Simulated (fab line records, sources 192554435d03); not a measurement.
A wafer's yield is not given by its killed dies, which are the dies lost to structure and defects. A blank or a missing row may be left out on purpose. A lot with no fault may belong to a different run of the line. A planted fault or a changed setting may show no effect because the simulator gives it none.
fab line records | flow n5_finfet
[record] lots = 7 | wafers = 21
route steps=1938 shown MOL_CONTACT_COAG@532 BEOL_M0_SAQP@643 BEOL_M0@721 BEOL_M1@753
start_h: start of the lot's first displayed wafer, in hours after the record's first day | wait_h: hours since the lot's step before | " unchanged from the row above | L1.1+2: several wafers, shown together as one row | - either no value or no given start | * or withheld: withheld | < > ~ a bound
route shown NAME@n: names a module that has steps shown in the file, with the first one's number in the route | usual: mean and standard deviation over wafers with no fault | same: alike in all rows | chamber/n: place in a boat | sites: each site's reading | _std_site: how widely they spread, as a standard deviation | _edge_site: inner sites' mean taken away from outer sites' mean | radius_mm: how far each site lies from the wafer's centre | mask NAME#n: copy n | behind: the tool/chamber that last shaped the wafer | hold: the reason the lot was held/the length of the hold in hours/how it ended | device: the transistor (n, p or np) that didn't switch | end of line: the tests these same wafers got at the end of their route | for a step that has no rows: nothing shown but its recipe | killed: dies that structure and defects cost at the first sort, which is not the same as the wafer's yield | map: dies across one wafer; x = killed, . = not, _ = none there
set.NAME: setting as actually run; set.NAME@STEP: the setting as run at that earlier step | model.NAME: the simulator's own value behind a step, which no gauge read
lots run with intentionally changed settings; tables by step, rows by wafer
[[steps]]
[step N5_MOL_CONTACT_COAG_ETCH_106]
[recipe] chemistry = N2/H2 | target = SOC | target_depth_a = 800 | overetch_a = 160 | mask_material = SiARC | temp_c = 40 | time_s = 120 | ion_energy_ev = 200 | pressure_mtorr = 30 | source_w = 840 | bias_w = 150 | n2_flow_sccm = 200 | h2_flow_sccm = 200
[usual] rf_vpp_V = 524.5/2.4
lot.wafer | tool        | chamber | start_h | wait_h | set.source_w | rf_vpp_V | model.SiARC_of_MOL_CONTACT_COAG_COAT_104.thk_nm
L074.2    | rie_diel-03 | 1       | 87.03   | 0.0    | 840          | 527.1    | 6.4
L074.4    | "           | 3       | "       | "      | 840          | 521.6    | 6.4
L074.5    | "           | 2       | "       | "      | 973.2        | 502.0    | 6
L075.1    | rie_diel-03 | 0       | 92.19   | 0.0    | 840          | 522.1    | 6.4
L075.2    | "           | 3       | "       | "      | 840          | 521.0    | 6.4
L075.5    | "           | 3       | "       | "      | 840          | 521.9    | 6.4
L079.1    | rie_diel-05 | 0       | 121.70  | 0.0    | 840          | 526.6    | 6.4
L079.2    | "           | 1       | "       | "      | 991.1        | 494.5    | 5.8
L079.4    | "           | 3       | "       | "      | 991.1        | 494.4    | 6
L088.1    | rie_diel-05 | 0       | 175.31  | 0.0    | 960          | 504.5    | 6.2
L088.2    | "           | 3       | "       | "      | 960          | 501.7    | 6.2
L088.6    | "           | 2       | "       | "      | 840          | 522.8    | 6.6
L091.1    | rie_diel-03 | 2       | 192.40  | 0.0    | 840          | 527.5    | 6.6
L091.5    | "           | 2       | "       | "      | 729.7        | 549.1    | 7
L091.6    | "           | 1       | "       | "      | 840          | 527.1    | 6.4
L093.2    | rie_diel-05 | 2       | 204.10  | 0.0    | 840          | 523.3    | 6.6
L093.3    | "           | 3       | "       | "      | 988.4        | 495.8    | 6
L093.5    | "           | 0       | "       | "      | 988.4        | 497.8    | 6
L094.1    | rie_diel-03 | 0       | 211.59  | 0.0    | 840          | 521.3    | 6.4
L094.2    | "           | 2       | "       | "      | 783.1        | 540.5    | 6.8
L094.5    | "           | 2       | "       | "      | 783.1        | 539.2    | 6.8
[step N5_MOL_CONTACT_COAG_STRIP_107]
[recipe] chemistry = N2/H2 | temp_c = 40 | n2_flow_sccm = 200 | h2_flow_sccm = 200 | rf_frequency_hz = 6e+07
[step N5_MOL_CONTACT_COAG_STRIP_108]
[recipe] chemistry = N2/H2 | temp_c = 40 | n2_flow_sccm = 200 | h2_flow_sccm = 200 | rf_frequency_hz = 6e+07
[step N5_MOL_CONTACT_COAG_CONTACT_ETCH_14]
[recipe] chemistry = C4F6/O2 | target = SiO2 | target_depth_a = 275 | overetch_a = 85 | mask_material = SOC | pressure_mtorr = 30 | source_w = 370 | bias_w = 185 | Ar_flow_sccm = 300 | C4F6_flow_sccm = 16 | O2_flow_sccm = 10 | time_s = 20 | ion_energy_ev = 259.6
lot.wafer | tool        | chamber | start_h | wait_h | set.source_w@MOL_CONTACT_COAG_ETCH_106 | model.MOL_CONTACT_COAG.cd_offset_nm
L074.2    | rie_diel-03 | 1       | 87.14   | 0.0    | 840                                    | 0
L074.4    | "           | 3       | "       | "      | 840                                    | 0.4
L074.5    | "           | 2       | "       | "      | 973.2                                  | 0.6
L075.1+5  | rie_diel-03 | 0,3     | 92.29   | 0.0    | 840                                    | 0
L075.2    | "           | 3       | "       | "      | 840                                    | 0.2
L079.1    | rie_diel-05 | 0       | 121.80  | 0.0    | 840                                    | -0.2
L079.2    | "           | 1       | "       | "      | 991.1                                  | 0.2
L079.4    | "           | 3       | "       | "      | 991.1                                  | 0.4
L088.1    | rie_diel-05 | 0       | 175.41  | 0.0    | 960                                    | 0
L088.2    | "           | 3       | "       | "      | 960                                    | 0.4
L088.6    | "           | 2       | "       | "      | 840                                    | -0.2
L091.1    | rie_diel-03 | 2       | 192.50  | 0.0    | 840                                    | 0.2
L091.5    | "           | 2       | "       | "      | 729.7                                  | 0
L091.6    | "           | 1       | "       | "      | 840                                    | 0.4
L093.2    | rie_diel-05 | 2       | 204.20  | 0.0    | 840                                    | -0.2
L093.3+5  | "           | 3,0     | "       | "      | 988.4                                  | 0.4
L094.1    | rie_diel-03 | 0       | 211.69  | 0.0    | 840                                    | 0.2
L094.2+5  | "           | 2       | "       | "      | 783.1                                  | 0
[step N5_MOL_CONTACT_COAG_ETCH_15]
[recipe] chemistry = CH3F/O2 | target = SiNx | target_depth_a = 70 | mask_material = SOC | stop_on = Si:P | over_etch_frac = 0.75 | ion_energy_ev = 120 | pressure_mtorr = 30 | source_w = 395 | bias_w = 73 | Ar_flow_sccm = 150 | CH3F_flow_sccm = 30 | O2_flow_sccm = 20
[usual] rf_vpp_V = 295.5/2.3
lot.wafer | tool        | chamber | start_h | wait_h | set.source_w | rf_vpp_V
L074.2    | rie_diel-03 | 1       | 87.17   | 0.0    | 350          | 314.5
L074.4    | "           | 3       | "       | "      | 350          | 313.1
L074.5    | "           | 2       | "       | "      | 395          | 297.6
L075.1    | rie_diel-03 | 0       | 92.32   | 0.0    | 395          | 293.1
L075.2    | "           | 3       | "       | "      | 395          | 296.3
L075.5    | "           | 3       | "       | "      | 395          | 294.9
L079.1    | rie_diel-05 | 0       | 121.84  | 0.0    | 395          | 296.7
L079.2    | "           | 1       | "       | "      | 395          | 295.3
L079.4    | "           | 3       | "       | "      | 345.7        | 312.7
L088.1    | rie_diel-05 | 0       | 175.45  | 0.0    | 395          | 295.2
L088.2    | "           | 3       | "       | "      | 425.9        | 284.0
L088.6    | "           | 2       | "       | "      | 395          | 291.9
L091.1    | rie_diel-03 | 2       | 192.54  | 0.0    | 419.7        | 289.1
L091.5    | "           | 2       | "       | "      | 395          | 300.1
L091.6    | "           | 1       | "       | "      | 419.7        | 289.4
L093.2    | rie_diel-05 | 2       | 204.23  | 0.0    | 395          | 293.0
L093.3    | "           | 3       | "       | "      | 357.2        | 308.4
L093.5    | "           | 0       | "       | "      | 395          | 295.4
L094.1    | rie_diel-03 | 0       | 211.72  | 0.0    | 347          | 311.4
L094.2    | "           | 2       | "       | "      | 347          | 316.0
L094.5    | "           | 2       | "       | "      | 347          | 317.1
[step N5_MOL_CONTACT_COAG_ETCH_110]
[recipe] chemistry = CF4/O2 | target = Si | target_depth_a = 25 | time_s = 8 | pressure_mtorr = 100 | source_w = 200 | bias_w = 12 | ion_energy_ev = 60 | Ar_flow_sccm = 100 | cf4_flow_sccm = 100 | O2_flow_sccm = 10
lot.wafer | tool        | chamber | start_h | wait_h | set.source_w@MOL_CONTACT_COAG_ETCH_106 | model.MOL_CONTACT_COAG.cd_offset_nm
L074.2    | rie_diel-03 | 1       | 87.23   | 0.0    | 840                                    | -0.2
L074.4    | "           | 3       | "       | "      | 840                                    | 0.4
L074.5    | "           | 2       | "       | "      | 973.2                                  | 0.6
L075.1    | rie_diel-03 | 0       | 92.38   | 0.0    | 840                                    | 0
L075.2+5  | "           | 3       | "       | "      | 840                                    | 0.2
L079.1    | rie_diel-05 | 0       | 121.90  | 0.0    | 840                                    | -0.2
L079.2+4  | "           | 1,3     | "       | "      | 991.1                                  | 0.4
L088.1    | rie_diel-05 | 0       | 175.51  | 0.0    | 960                                    | 0
L088.2    | "           | 3       | "       | "      | 960                                    | 0.4
L088.6    | "           | 2       | "       | "      | 840                                    | -0.2
L091.1+6  | rie_diel-03 | 2,1     | 192.60  | 0.0    | 840                                    | 0.2
L091.5    | "           | 2       | "       | "      | 729.7                                  | -0.2
L093.2    | rie_diel-05 | 2       | 204.29  | 0.0    | 840                                    | -0.4
L093.3    | "           | 3       | "       | "      | 988.4                                  | 0.2
L093.5    | "           | 0       | "       | "      | 988.4                                  | 0.4
L094.1    | rie_diel-03 | 0       | 211.78  | 0.0    | 840                                    | 0.2
L094.2+5  | "           | 2       | "       | "      | 783.1                                  | 0
[step N5_MOL_CONTACT_COAG_ALD_27]
[recipe] material = SiOC | target_thk_a = 170 | temp_c = 400 | ald_precursor_family = carbosiloxane | ald_co_reactant = H2-plasma | pulse_time_s = 1.5 | time_s = 2720 | purge_time_s = 2 | co_reactant_purge_time_s = 2 | ald_cycles = 340 | pressure_torr = 2
lot.wafer  | tool       | chamber | start_h | wait_h | set.time_s | model.SiOC_of_MOL_CONTACT_COAG_ALD_27.thk_nm
L074.2     | ald_sin-03 | 3       | 97.81   | 3.1    | 3123       | 17
L074.4     | "          | 1       | "       | "      | 2720       | 17
L074.5     | "          | 1       | "       | "      | 2720       | 17.2
L075.1+2+5 | ald_sin-02 | 0,3,2   | 100.47  | 2.9    | 2720       | 17
L079.1+2   | ald_sin-03 | 1,3     | 127.60  | 0.0    | 2720       | 16.8
L079.4     | "          | 2       | "       | "      | 2550       | 15.8
L088.1+6   | ald_sin-03 | 0,2     | 184.20  | 0.0    | 2720       | 17
L088.2     | "          | 1       | "       | "      | 2346       | 14.6
L091.1     | ald_sin-03 | 2       | 201.80  | 0.0    | 3231       | 17
L091.5     | "          | 2       | "       | "      | 2720       | 16.8
L091.6     | "          | 3       | "       | "      | 2720       | 17
L093.2     | ald_sin-03 | 3       | 210.47  | 0.0    | 2125       | 13.4
L093.3     | "          | 1       | "       | "      | 2720       | 16.8
L093.5     | "          | 3       | "       | "      | 2125       | 13.2
L094.1+2   | ald_sin-04 | 3,0     | 217.15  | 0.0    | 2162       | 13.4
L094.5     | "          | 2       | "       | "      | 2720       | 17
[step N5_MOL_CONTACT_COAG_PECVD_31]
[recipe] material = SiO2 | target_thk_a = 460 | temp_c = 400 | precursor = TEOS/O2 | pressure_torr = 6.5 | rf_w = withheld | teos_flow_sccm = withheld | gas = O2 | flow_sccm = 2650 | time_s = 8.9
lot.wafer | tool     | chamber | start_h | wait_h | set.temp_c | model.SiO2_of_MOL_CONTACT_COAG_PECVD_31.thk_nm
L074.2    | pecvd-02 | 0       | 102.82  | 0.3    | 400        | 45.4
L074.4    | "        | 0       | "       | "      | 400        | 46.4
L074.5    | "        | 2       | "       | "      | 400        | 46.2
L075.1    | pecvd-01 | 1       | 104.76  | 0.3    | 400        | 45.8
L075.2    | "        | 0       | "       | "      | 400        | 44.8
L075.5    | "        | 2       | "       | "      | 400        | 46.2
L079.1    | pecvd-03 | 0       | 130.06  | 0.3    | 400        | 45.4
L079.2    | "        | 1       | "       | "      | 387.1      | 49
L079.4    | "        | 0       | "       | "      | 387.1      | 49.2
L088.1    | pecvd-01 | 2       | 187.35  | 0.3    | 400        | 45.2
L088.2    | "        | 0       | "       | "      | 386.2      | 49
L088.6    | "        | 0       | "       | "      | 386.2      | 50
L091.1    | pecvd-01 | 0       | 204.64  | 0.3    | 400        | 46
L091.5    | "        | 1       | "       | "      | 413        | 43.6
L091.6    | "        | 2       | "       | "      | 413        | 42.8
L093.2    | pecvd-01 | 1       | 212.88  | 0.3    | 400        | 46
L093.3    | "        | 2       | "       | "      | 400        | 45.6
L093.5    | "        | 0       | "       | "      | 400        | 47
L094.1    | pecvd-03 | 0       | 219.65  | 0.3    | 400        | 44.6
L094.2    | "        | 1       | "       | "      | 400        | 44.4
L094.5    | "        | 2       | "       | "      | 400        | 45.2
[step N5_MOL_CONTACT_COAG_COAT_75]
[recipe] resist = SOC | temp_c = 250 | time_s = 60 | spin_rpm = 1500 | resist_thk_nm = 60
[step N5_MOL_CONTACT_COAG_COAT_76]
[recipe] resist = SiARC | temp_c = 220 | time_s = 60 | spin_rpm = 1500 | resist_thk_nm = 10
[step N5_MOL_CONTACT_COAG_ETCHBACK_135]
[recipe] chemistry = CHF3 | target = SiO2 | target_depth_a = 250 | time_s = 16.7 | ion_energy_ev = 200 | pressure_mtorr = 30 | source_w = 610 | bias_w = 170 | Ar_flow_sccm = 200 | CHF3_flow_sccm = 50
[step N5_MOL_CONTACT_COAG_STRIP_118]
[recipe] chemistry = CHF3 | resist = SiARC | rf_frequency_hz = 6e+07
[step N5_MOL_CONTACT_COAG_VIA_ETCH_46]
[recipe] chemistry = C4F6/O2 | target_depth_a = 460 | overetch_a = 92 | mask_material = SOC | target = SiO2 | bias_w = 455 | pressure_mtorr = 10 | time_s = 40 | source_w = 325 | Ar_flow_sccm = 300 | C4F6_flow_sccm = 10 | O2_flow_sccm = 10 | ion_energy_ev = 575.3 | ends = end_point
lot.wafer | tool        | chamber | start_h | wait_h | set.temp_c@MOL_CONTACT_COAG_PECVD_31 | model.etch.depth_nm
L074.2    | rie_diel-05 | 2       | 104.36  | 0.0    | 400                                  | 45.35
L074.4    | "           | 3       | "       | "      | 400                                  | 46.39
L074.5    | "           | 3       | "       | "      | 400                                  | 46.23
L075.1    | rie_diel-03 | 0       | 106.04  | 0.0    | 400                                  | 45.88
L075.2    | "           | 1       | "       | "      | 400                                  | 44.88
L075.5    | "           | 1       | "       | "      | 400                                  | 46.16
L079.1    | rie_diel-03 | 2       | 131.65  | 0.0    | 400                                  | 45.36
L079.2    | "           | 3       | "       | "      | 387.1                                | 48.92
L079.4    | "           | 1       | "       | "      | 387.1                                | 49.23
L088.1    | rie_diel-05 | 2       | 189.77  | 0.0    | 400                                  | 45.25
L088.2    | "           | 3       | "       | "      | 386.2                                | 48.98
L088.6    | "           | 2       | "       | "      | 386.2                                | 49.9
L091.1    | rie_diel-05 | 0       | 206.26  | 0.0    | 400                                  | 45.99
L091.5    | "           | 3       | "       | "      | 413                                  | 43.52
L091.6    | "           | 2       | "       | "      | 413                                  | 42.75
L093.2    | rie_diel-03 | 0       | 213.82  | 0.0    | 400                                  | 46.05
L093.3    | "           | 3       | "       | "      | 400                                  | 45.6
L093.5    | "           | 3       | "       | "      | 400                                  | 46.98
L094.1    | rie_diel-03 | 3       | 220.70  | 0.0    | 400                                  | 44.55
L094.2    | "           | 1       | "       | "      | 400                                  | 44.33
L094.5    | "           | 3       | "       | "      | 400                                  | 45.15
[step N5_BEOL_M0_SAQP_COAT_08]
[recipe] resist = CAR-ArF | spin_rpm = 1500 | resist_thk_nm = 90
lot.wafer | tool           | chamber | start_h | wait_h | set.spin_rpm | model.CAR-ArF_of_BEOL_M0_SAQP_COAT_08.thk_nm
L074.2    | litho_track-01 | 0       | -       | -      | 1500         | 90
L074.4    | "              | 0       | "       | "      | 1500         | 90.2
L074.5    | "              | 0       | "       | "      | 1500         | 89.8
L075.1    | litho_track-01 | 0       | -       | -      | 1500         | 89.8
L075.2+5  | "              | 0       | "       | "      | 1500         | 90
L079.1    | litho_track-05 | 0       | -       | -      | 1500         | 89.8
L079.2+4  | "              | 0       | "       | "      | 1545         | 88.8
L088.1    | litho_track-05 | 0       | -       | -      | 1385         | 93.8
L088.2    | "              | 0       | "       | "      | 1500         | 90.4
L088.6    | "              | 0       | "       | "      | 1500         | 90.2
L091.1    | litho_track-03 | 0       | -       | -      | 1343         | 95.4
L091.5    | "              | 0       | "       | "      | 1343         | 95.2
L091.6    | "              | 0       | "       | "      | 1500         | 90
L093.2    | litho_track-05 | 0       | -       | -      | 1500         | 89.4
L093.3    | "              | 0       | "       | "      | 1349         | 94.4
L093.5    | "              | 0       | "       | "      | 1500         | 89.6
L094.1+5  | litho_track-01 | 0       | -       | -      | 1420         | 92.6
L094.2    | "              | 0       | "       | "      | 1500         | 90.2
[step N5_BEOL_M0_SAQP_EBR_10]
[recipe] solvent = PGMEA | ebr_width_mm = 1.5
[step N5_BEOL_M0_SAQP_SOFTBAKE_09]
[recipe] temp_c = 110 | time_s = 60 | resist = CAR-ArF
[step N5_BEOL_M0_SAQP_DESCUM_19]
[recipe] chemistry = O2 | time_s = 7.9 | source_power_w = 50 | bias_power_w = 20 | pressure_mtorr = 20 | rf_frequency_hz = 2.712e+07 | temp_c = 40 | resist = CAR-ArF | o2_flow_sccm = 225
lot.wafer | tool        | chamber | start_h | wait_h | set.spin_rpm@BEOL_M0_SAQP_COAT_08 | model.CAR-ArF_of_BEOL_M0_SAQP_COAT_08.thk_nm
L074.2+5  | rie_diel-04 | 0,2     | 111.74  | 0.0    | 1500                              | 83.4
L074.4    | "           | 0       | "       | "      | 1500                              | 83.6
L075.1    | rie_diel-02 | 1       | 115.71  | 0.2    | 1500                              | 83.2
L075.2+5  | "           | 0,1     | "       | "      | 1500                              | 83.4
L079.1    | rie_diel-06 | 3       | 139.56  | 0.6    | 1500                              | 83.4
L079.2+4  | "           | 2       | "       | "      | 1545                              | 82.2
L088.1    | rie_diel-04 | 1       | 197.60  | 0.0    | 1385                              | 87.2
L088.2    | "           | 0       | "       | "      | 1500                              | 83.8
L088.6    | "           | 1       | "       | "      | 1500                              | 83.6
L091.1    | rie_diel-02 | 0       | 216.87  | 0.3    | 1343                              | 89
L091.5    | "           | 2       | "       | "      | 1343                              | 88.8
L091.6    | "           | 1       | "       | "      | 1500                              | 83.4
L093.2+5  | rie_diel-06 | 3,1     | 221.02  | 0.0    | 1500                              | 83
L093.3    | "           | 0       | "       | "      | 1349                              | 88
L094.1    | rie_diel-02 | 2       | 228.43  | 0.0    | 1420                              | 86.2
L094.2    | "           | 1       | "       | "      | 1500                              | 83.6
L094.5    | "           | 0       | "       | "      | 1420                              | 86
[step N5_BEOL_M0_SAQP_ETCH_83]
[recipe] chemistry = CF4 | target = SiARC | target_depth_a = 390 | mask_material = CAR-ArF | time_s = 65 | ion_energy_ev = 80 | pressure_mtorr = 40 | source_w = 545 | bias_w = 36 | Ar_flow_sccm = 100 | cf4_flow_sccm = 100 | ends = cleared
lot.wafer | tool        | chamber | start_h | wait_h | set.spin_rpm@BEOL_M0_SAQP_COAT_08 | model.CAR-ArF_of_BEOL_M0_SAQP_COAT_08.thk_nm
L074.2    | rie_diel-04 | 0       | 111.77  | 0.0    | 1500                              | 55.6
L074.4    | "           | 0       | "       | "      | 1500                              | 55.8
L074.5    | "           | 2       | "       | "      | 1500                              | 55.4
L075.1    | rie_diel-02 | 1       | 115.74  | 0.0    | 1500                              | 55.2
L075.2    | "           | 0       | "       | "      | 1500                              | 55.4
L075.5    | "           | 1       | "       | "      | 1500                              | 55.6
L079.1    | rie_diel-06 | 3       | 139.59  | 0.0    | 1500                              | 55.4
L079.2+4  | "           | 2       | "       | "      | 1545                              | 54.2
L088.1    | rie_diel-04 | 1       | 197.64  | 0.0    | 1385                              | 59.2
L088.2    | "           | 0       | "       | "      | 1500                              | 55.8
L088.6    | "           | 1       | "       | "      | 1500                              | 55.6
L091.1    | rie_diel-02 | 0       | 216.91  | 0.0    | 1343                              | 61
L091.5    | "           | 2       | "       | "      | 1343                              | 60.8
L091.6    | "           | 1       | "       | "      | 1500                              | 55.4
L093.2+5  | rie_diel-06 | 3,1     | 221.05  | 0.0    | 1500                              | 54.8
L093.3    | "           | 0       | "       | "      | 1349                              | 60
L094.1+5  | rie_diel-02 | 2,0     | 228.47  | 0.0    | 1420                              | 58
L094.2    | "           | 1       | "       | "      | 1500                              | 55.6
[step N5_BEOL_M0_TRENCH_ETCH_107]
[recipe] chemistry = C4F6/O2 | target_depth_a = 328 | target = SiOC | time_s = 16.4 | ion_energy_ev = 250 | pressure_mtorr = 30 | source_w = 355 | bias_w = 185 | Ar_flow_sccm = 300 | C4F6_flow_sccm = 10 | O2_flow_sccm = 10
lot.wafer | tool        | chamber | start_h | wait_h | set.target_depth_a | model.BEOL_M0.feature_depth_nm
L074.2    | rie_diel-05 | 3       | 119.93  | 0.0    | 328                | 32
L074.4+5  | "           | 2,3     | "       | "      | 328                | 32.2
L075.1    | rie_diel-05 | 3       | 123.00  | 0.0    | 328                | 32.2
L075.2    | "           | 2       | "       | "      | 328                | 31.8
L075.5    | "           | 0       | "       | "      | 328                | 31.6
L079.1    | rie_diel-05 | 0       | 150.12  | 0.0    | 328                | 32
L079.2    | "           | 3       | "       | "      | 328                | 32.4
L079.4    | "           | 1       | "       | "      | 328                | 32.8
L088.1+6  | rie_diel-05 | 2       | 205.88  | 0.0    | 357.1              | 35
L088.2    | "           | 0       | "       | "      | 328                | 32.2
L091.1+5  | rie_diel-05 | 0       | 225.97  | 0.0    | 338.6              | 33.2
L091.6    | "           | 3       | "       | "      | 328                | 32.2
L093.2    | rie_diel-01 | 2       | 227.99  | 0.0    | 328                | 33.2
L093.3    | "           | 3       | "       | "      | 291                | 29
L093.5    | "           | 2       | "       | "      | 291                | 29.2
L094.1    | rie_diel-05 | 3       | 237.65  | 0.0    | 328                | 32.4
L094.2    | "           | 0       | "       | "      | 328                | 32
L094.5    | "           | 2       | "       | "      | 301                | 29.6
[step N5_BEOL_M0_STRIP_142]
[recipe] chemistry = N2/H2 | time_s = 10 | power_w = 450 | temp_c = 40 | pressure_mtorr = 20 | rf_frequency_hz = 6e+07 | bias_power_w = 7 | n2_flow_sccm = 200 | h2_flow_sccm = 200
[step N5_BEOL_M0_OCD_MEAS_108]
[usual] trench_depth_nm = 32.3/0.46
lot.wafer | tool   | chamber | start_h | wait_h | set.target_depth_a@BEOL_M0_TRENCH_ETCH_107 | trench_depth_nm
L074.2    | ocd-02 | -       | 120.03  | 0.1    | 328                                        | 31.5
L074.4    | "      | -       | "       | "      | 328                                        | 32.1
L074.5    | "      | -       | "       | "      | 328                                        | 31.9
L075.1    | ocd-01 | -       | 123.10  | 0.1    | 328                                        | 32.0
L075.2    | "      | -       | "       | "      | 328                                        | 32.0
L075.5    | "      | -       | "       | "      | 328                                        | 31.9
L079.1    | ocd-02 | -       | 150.22  | 0.1    | 328                                        | 31.4
L079.2    | "      | -       | "       | "      | 328                                        | 32.2
L079.4    | "      | -       | "       | "      | 328                                        | 33.0
L088.1    | ocd-02 | -       | 205.98  | 0.1    | 357.1                                      | 35.0
L088.2    | "      | -       | "       | "      | 328                                        | 32.6
L088.6    | "      | -       | "       | "      | 357.1                                      | 35.3
L091.1    | ocd-01 | -       | 226.07  | 0.1    | 338.6                                      | 33.3
L091.5    | "      | -       | "       | "      | 338.6                                      | 33.1
L091.6    | "      | -       | "       | "      | 328                                        | 32.5
L093.2    | ocd-02 | -       | 228.09  | 0.1    | 328                                        | 32.3
L093.3    | "      | -       | "       | "      | 291                                        | 29.0
L093.5    | "      | -       | "       | "      | 291                                        | 29.4
L094.1    | ocd-02 | -       | 237.75  | 0.1    | 328                                        | 32.3
L094.2    | "      | -       | "       | "      | 328                                        | 32.1
L094.5    | "      | -       | "       | "      | 301                                        | 29.7
[step N5_BEOL_M1_PECVD_72]
[recipe] material = SiO2 | target_thk_a = 160 | temp_c = 400 | precursor = TEOS/O2 | pressure_torr = 5.5 | rf_w = 450 | teos_flow_sccm = 53.8 | gas = O2 | flow_sccm = 3000 | time_s = 18
lot.wafer | tool     | chamber | start_h | wait_h | set.time_s | model.SiO2_of_BEOL_M1_PECVD_72.thk_nm
L074.2    | pecvd-04 | 2       | 124.35  | 0.0    | 16.58      | 14.6
L074.4    | "        | 2       | "       | "      | 18         | 16
L074.5    | "        | 2       | "       | "      | 16.58      | 14.8
L075.1+2  | pecvd-04 | 2,1     | 127.10  | 0.0    | 18         | 15.6
L075.5    | "        | 1       | "       | "      | 18         | 15.8
L079.1    | pecvd-02 | 1       | 155.34  | 0.0    | 16.34      | 14.6
L079.2    | "        | 0       | "       | "      | 18         | 15.8
L079.4    | "        | 1       | "       | "      | 16.34      | 14.4
L088.1+2  | pecvd-02 | 2,1     | 209.30  | 0.0    | 18         | 15.4
L088.6    | "        | 0       | "       | "      | 18         | 15.8
L091.1    | pecvd-04 | 1       | 231.42  | 0.0    | 20.19      | 17.8
L091.5+6  | "        | 0,2     | "       | "      | 18         | 16.2
L093.2    | pecvd-04 | 0       | 232.76  | 0.0    | 19.55      | 17.4
L093.3    | "        | 2       | "       | "      | 18         | 16.2
L093.5    | "        | 1       | "       | "      | 18         | 16
L094.1    | pecvd-04 | 2       | 240.75  | 0.0    | 18         | 16.2
L094.2    | "        | 0       | "       | "      | 18         | 16
L094.5    | "        | 1       | "       | "      | 15.3       | 14
[[key]]
[split] step = N5_MOL_CONTACT_COAG_ETCH_106 | setting = source_w | stated = 840 | by = wafer
[response] step = N5_MOL_CONTACT_COAG_ETCH_106 | reading = rf_vpp_V | change = -1.6 | per = 1% | r = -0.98
[response] step = N5_MOL_CONTACT_COAG_ETCH_106 | reading = model.SiARC_of_MOL_CONTACT_COAG_COAT_104.thk_nm | change = -0.0313 | per = 1% | r = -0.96
[response] step = N5_MOL_CONTACT_COAG_CONTACT_ETCH_14 | reading = model.MOL_CONTACT_COAG.cd_offset_nm | change = +0.0282 | per = 1% | r = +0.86
[response] step = N5_MOL_CONTACT_COAG_ETCH_110 | reading = model.MOL_CONTACT_COAG.cd_offset_nm | change = +0.0331 | per = 1% | r = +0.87
[split] step = N5_MOL_CONTACT_COAG_ETCH_15 | setting = source_w | stated = 395 | by = wafer
[response] step = N5_MOL_CONTACT_COAG_ETCH_15 | reading = rf_vpp_V | change = -1.41 | per = 1% | r = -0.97
[split] step = N5_MOL_CONTACT_COAG_ALD_27 | setting = time_s | stated = 2720 | by = wafer
[response] step = N5_MOL_CONTACT_COAG_ALD_27 | reading = model.SiOC_of_MOL_CONTACT_COAG_ALD_27.thk_nm | shape = bent | at_lowest = 13.3 | at_stated = 16.95 | at_highest = 17
[split] step = N5_MOL_CONTACT_COAG_PECVD_31 | setting = temp_c | stated = 400 | by = wafer
[response] step = N5_MOL_CONTACT_COAG_PECVD_31 | reading = model.SiO2_of_MOL_CONTACT_COAG_PECVD_31.thk_nm | change = -1.09 | per = 1% | r = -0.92
[response] step = N5_MOL_CONTACT_COAG_VIA_ETCH_46 | reading = model.etch.depth_nm | change = -1.09 | per = 1% | r = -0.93
[split] step = N5_BEOL_M0_SAQP_COAT_08 | setting = spin_rpm | stated = 1500 | by = wafer
[response] step = N5_BEOL_M0_SAQP_COAT_08 | reading = model.CAR-ArF_of_BEOL_M0_SAQP_COAT_08.thk_nm | change = -0.48 | per = 1% | r = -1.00
[response] step = N5_BEOL_M0_SAQP_DESCUM_19 | reading = model.CAR-ArF_of_BEOL_M0_SAQP_COAT_08.thk_nm | change = -0.494 | per = 1% | r = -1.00
[response] step = N5_BEOL_M0_SAQP_ETCH_83 | reading = model.CAR-ArF_of_BEOL_M0_SAQP_COAT_08.thk_nm | change = -0.499 | per = 1% | r = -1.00
[split] step = N5_BEOL_M0_TRENCH_ETCH_107 | setting = target_depth_a | stated = 328 | by = wafer
[response] step = N5_BEOL_M0_TRENCH_ETCH_107 | reading = model.BEOL_M0.feature_depth_nm | change = +0.337 | per = 1% | r = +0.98
[response] step = N5_BEOL_M0_OCD_MEAS_108 | reading = trench_depth_nm | change = +0.283 | per = 1% | r = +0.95
[split] step = N5_BEOL_M1_PECVD_72 | setting = time_s | stated = 18 | by = wafer
[response] step = N5_BEOL_M1_PECVD_72 | reading = model.SiO2_of_BEOL_M1_PECVD_72.thk_nm | change = +0.142 | per = 1% | r = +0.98
